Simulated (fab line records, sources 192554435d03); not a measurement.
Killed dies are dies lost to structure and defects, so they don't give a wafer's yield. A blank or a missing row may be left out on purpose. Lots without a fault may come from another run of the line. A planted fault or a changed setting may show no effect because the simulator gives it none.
A struck lot beside a sound one | flow n5_finfet | 26 steps out of a route of 1938
Sound: wafers L952.1, L952.4, L952.5. Struck: wafer L959.3. (L959.1, L959.6 of the same lot were not struck and are left out.) The cause comes at the end.
At each step with rows: each side's tool, then ch and its chambers, then its first start. Under that, the readings that differ: sound wafers | struck wafers | difference of the means | sigmas: that difference in standard deviations of wafers without a fault.
alike: readings whose means differ by less than 2 such deviations, and words and numbers that are the same on both sides. not compared: withheld readings, readings that some wafer has no value for, bounds like >300 that may hide the same value, and numbers for which the record gives no deviation and whose values overlap.
The two part at a step that has a row with sigmas, a row that says differs or no value, or rows on one side only. Numbers that don't overlap but have no deviation are shown without sigmas and don't part them. A reading that every wafer of one side lacks parts them only if that side has two wafers or more.

first, 9 steps without rows for these wafers: N5_BEOL_M0_SAQP_EXPOSE_11 (exposes mask M0 CORE, target cd 42 nm); N5_BEOL_M0_SAQP_PEB_12 (peb time 60 s); N5_BEOL_M0_SAQP_DEVELOP_13 (develop time 30 s); N5_BEOL_M0_SAQP_DESCUM_19 (chemistry O2, time 7.9 s); N5_BEOL_M0_SAQP_ETCH_83 (etches SiARC in CF4, target depth 39 nm, time 65 s); N5_BEOL_M0_SAQP_ETCH_84 (etches SOC in N2/H2, target depth 100 nm, overetch 20 nm, time 150 s); N5_BEOL_M0_SAQP_STRIP_80 (strips in N2/H2); N5_BEOL_M0_SAQP_HM_OPEN_112 (chemistry CHF3/O2, target SiO2, stops on a-Si, target depth 12 nm, time 13.5 s); N5_BEOL_M0_SAQP_STRIP_113 (strips in CHF3/O2).
N5_BEOL_M0_SAQP_MANDREL_ETCH_20: etches a-Si in HBr/Cl2, stops on SiNx, target depth 60 nm, bt time 10 s, time 30 s.
  sound on rie_si-03 ch 1,2,3, day 6 10:50; struck on rie_si-03 ch 3, day 8 11:09
  reading                                         | sound        | struck | difference | sigmas
  model.SOC_of_BEOL_M0_SAQP_COAT_81.thk_nm (nm)   | 76.6 75 76   | 62.6   | -13.3      |
  model.SiNx_of_BEOL_M0_SAQP_PECVD_97.thk_nm (nm) | 18.4 18 18.4 | 10.6   | -7.7       |
  alike: HBr_flow_sccm, bias_w, drypump_motor_current_A, oes_product_au, throttle_valve_pct
  not compared: rf_hours_counter_h
then, 12 steps without rows for these wafers: N5_BEOL_M0_SAQP_STRIP_86 (strips in N2/H2); N5_BEOL_M0_SAQP_STRIP_115 (strips in post etch residue remover, time 60 s); N5_BEOL_M0_SAQP_SRD_93 (time 30 s); N5_BEOL_M0_SAQP_RECESS_114 (chemistry HF/NH3, target SiO2, target depth 14.4 nm, afs cycles 3, sublimation time 60 s); N5_BEOL_M0_SAQP_SPACER1_ALD_98 (deposits SiO2, target thk 12.8 nm, pulse time 1 s, purge time 2 s); N5_BEOL_M0_SAQP_SPACER1_ETCHBACK_99 (etches SiO2 in CHF3/O2, target depth 15.4 nm, time 7.7 s); N5_BEOL_M0_SAQP_MANDREL1_REMOVE_100 (chemistry HBr/Cl2/O2, target a-Si, stops on SiNx, bt time 10 s); N5_BEOL_M0_SAQP_ETCH_101 (etches SiNx in CH3F/O2, target depth 29.9 nm, time 42.7 s); N5_BEOL_M0_SAQP_ETCH_102 (etches SiO2 in CF4, target depth 4 nm, time 4.4 s); N5_BEOL_M0_SAQP_MANDREL_ETCH_103 (etches a-Si in HBr/Cl2, stops on SiCN, target depth 45 nm, bt time 10 s, time 27 s); N5_BEOL_M0_SAQP_RECESS_104 (chemistry HF/NH3, target SiO2, target depth 18 nm, afs cycles 3, sublimation time 60 s); N5_BEOL_M0_SAQP_COAT_105 (time 60 s, resist thk 100 nm).
N5_BEOL_M0_SAQP_ETCH_106: etches SOC in N2/H2, stops on SiNx, target depth 150 nm.
  sound on rie_diel-06 ch 0,1,3, day 6 13:58; struck on rie_diel-06 ch 0, day 8 14:41
  reading                                         | sound             | struck | difference | sigmas
  n2_flow_sccm (sccm)                             | 199.8 200.0 200.1 | 198.8  | -1.2       | -2
  model.SiNx_of_BEOL_M0_SAQP_PECVD_97.thk_nm (nm) | 15.4 15 15.4      | 7.8    | -7.5       |
  alike: bias_w, drypump_motor_current_A, oes_product_au, rf_vpp_V, showerhead_plenum_p_Torr, throttle_valve_pct
  not compared: rf_hours_counter_h
then, 1 step without rows for these wafers: N5_BEOL_M0_SAQP_ETCH_107 (etches SiNx in CH3F/O2, target depth 30 nm).
-- the record jumps here: 4 days lie between the struck wafers' starts before and after (it left off in module BEOL_M0_SAQP and takes up again in module BEOL_M4, whose first step shown is number 1111 of the route) --
N5_BEOL_M4_RC_MEAS_101:
  sound on prober-01 ch 0, day 10 15:50; struck on prober-02 ch 0, day 12 06:14
  alike: DIBL_N, DIBL_P, IOFF_N, IOFF_P, ION_N, ION_P, SS_N, SS_P, VT_N, VT_P
-- the record jumps here: 5 days lie between the struck wafers' starts before and after (it left off in module BEOL_M4 and takes up again in module PASSIVATION, whose first step shown is number 1936 of the route) --
N5_PASSIVATION_PROBE_49:
  sound on prober-01, day 14 21:55; struck on prober-01, day 16 20:04
  reading            | sound    | struck | difference | sigmas
  killed_at_M0_to_M3 | 29 31 33 | 52     | +21        | +2
  alike: defect_limited_yield, killed_at_M4_up, killed_at_contacts, killed_at_front_end, killed_at_other, killed_dies, killed_open, killed_short, sort_bin_5_function, sort_bin_6_memory, sort_n_pass, sort_yield_pct

WHERE THEY PART
First at N5_BEOL_M0_SAQP_ETCH_106; last, within this record, at N5_PASSIVATION_PROBE_49.

WHY: what the simulator had put in
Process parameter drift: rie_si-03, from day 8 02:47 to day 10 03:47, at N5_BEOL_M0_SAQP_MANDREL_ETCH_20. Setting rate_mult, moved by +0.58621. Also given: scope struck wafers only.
